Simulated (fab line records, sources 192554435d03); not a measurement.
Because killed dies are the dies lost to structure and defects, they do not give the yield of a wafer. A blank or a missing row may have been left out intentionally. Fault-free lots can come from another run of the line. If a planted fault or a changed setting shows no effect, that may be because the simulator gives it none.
Chamber matching | flow n5-finfet | rie-diel-03 running N5_BEOL_M2_STRIP_66: 4 sister chambers
The step strips in CF4. 24 wafers are shown with their chamber, then 12 later ones without.

## WAFERS WITH THEIR CHAMBER
wafer  | chamber | drypump-motor-current-A (A) | throttle-valve-pct (%) | oes-product-au (a.u.)
L074.2 | 3       | 5.4                         | 14.0                   | 0.69
L074.5 | 2       | 5.6                         | 13.0                   | 0.92
L074.6 | 3       | 5.4                         | 14.0                   | 0.69
L076.1 | 2       | 5.6                         | 13.0                   | 0.92
L076.4 | 0       | 6.4                         | 13.8                   | 0.72
L076.6 | 1       | 5.1                         | 13.2                   | 0.94
L077.1 | 1       | 5.1                         | 13.2                   | 0.91
L077.4 | 2       | 5.6                         | 13.1                   | 0.91
L077.5 | 0       | 6.4                         | 13.8                   | 0.71
L083.1 | 0       | 6.4                         | 13.8                   | 0.72
L083.4 | 3       | 5.4                         | 14.0                   | 0.68
L083.5 | 1       | 5.1                         | 13.3                   | 0.88
L084.1 | 1       | 5.1                         | 13.3                   | 0.89
L084.2 | 2       | 5.6                         | 13.1                   | 0.88
L084.5 | 3       | 5.5                         | 14.0                   | 0.68
L085.3 | 1       | 5.1                         | 13.3                   | 0.87
L085.4 | 0       | 6.4                         | 13.9                   | 0.71
L085.5 | 2       | 5.6                         | 13.1                   | 0.88
L087.1 | 0       | 6.3                         | 13.9                   | 0.71
L087.4 | 3       | 5.4                         | 14.1                   | 0.67
L087.6 | 3       | 5.4                         | 14.0                   | 0.67
L090.2 | 3       | 5.4                         | 14.1                   | 0.67
L090.3 | 2       | 5.6                         | 13.1                   | 0.86
L090.6 | 1       | 5.1                         | 13.3                   | 0.86

SIGNATURES, as means of the wafers listed above
reading                 | chamber 0 | chamber 1 | chamber 2 | chamber 3 | scatter within a chamber
drypump-motor-current-A | 6.380     | 5.100     | 5.600     | 5.414     | 0.0288
throttle-valve-pct      | 13.840    | 13.267    | 13.067    | 14.029    | 0.0515
oes-product-au          | 0.7140    | 0.8917    | 0.8950    | 0.6786    | 0.02
Rule: distance of a wafer from a chamber = root of the sum over the readings of ((wafer's reading minus chamber's mean) / reading's scatter) squared. If the next closest chamber is less than 2 further off than the closest, the wafer can't be placed; otherwise it belongs to the closest. The scatter: take each reading less its chamber's mean, square it, sum over the shown wafers, divide by the number of wafers less the number of chambers, and take the root.

## WAFERS WITHOUT THEIR CHAMBER
wafer  | drypump-motor-current-A (A) | throttle-valve-pct (%) | oes-product-au (a.u.)
L091.1 | 6.3                         | 13.9                   | 0.70
L091.3 | 5.7                         | 13.1                   | 0.86
L091.6 | 5.1                         | 13.3                   | 0.85
L094.1 | 5.6                         | 13.1                   | 0.85
L094.4 | 6.4                         | 13.9                   | 0.69
L094.5 | 5.1                         | 13.3                   | 0.85
L095.1 | 5.6                         | 13.1                   | 0.85
L095.3 | 5.4                         | 13.5                   | 0.98
L095.6 | 5.1                         | 13.3                   | 0.84
L096.2 | 5.4                         | 13.5                   | 0.96
L096.3 | 6.3                         | 13.9                   | 0.69
L096.5 | 5.6                         | 13.1                   | 0.85

## EACH ONE'S CHAMBER
wafer  | from the rows above     | in truth
L091.1 | 0                       | 0
L091.3 | 2                       | 2
L091.6 | 1                       | 1
L094.1 | 2                       | 2
L094.4 | 0                       | 0
L094.5 | 1                       | 1
L095.1 | 2                       | 2
L095.3 | can't be placed: 2 or 1 | 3
L095.6 | 1                       | 1
L096.2 | can't be placed: 2 or 1 | 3
L096.3 | 0                       | 0
L096.5 | 2                       | 2
Placed correctly: 10 of 12. Can't be placed from these rows: 2 (the true chamber is among the candidates in 0). Wrongly placed: 0.
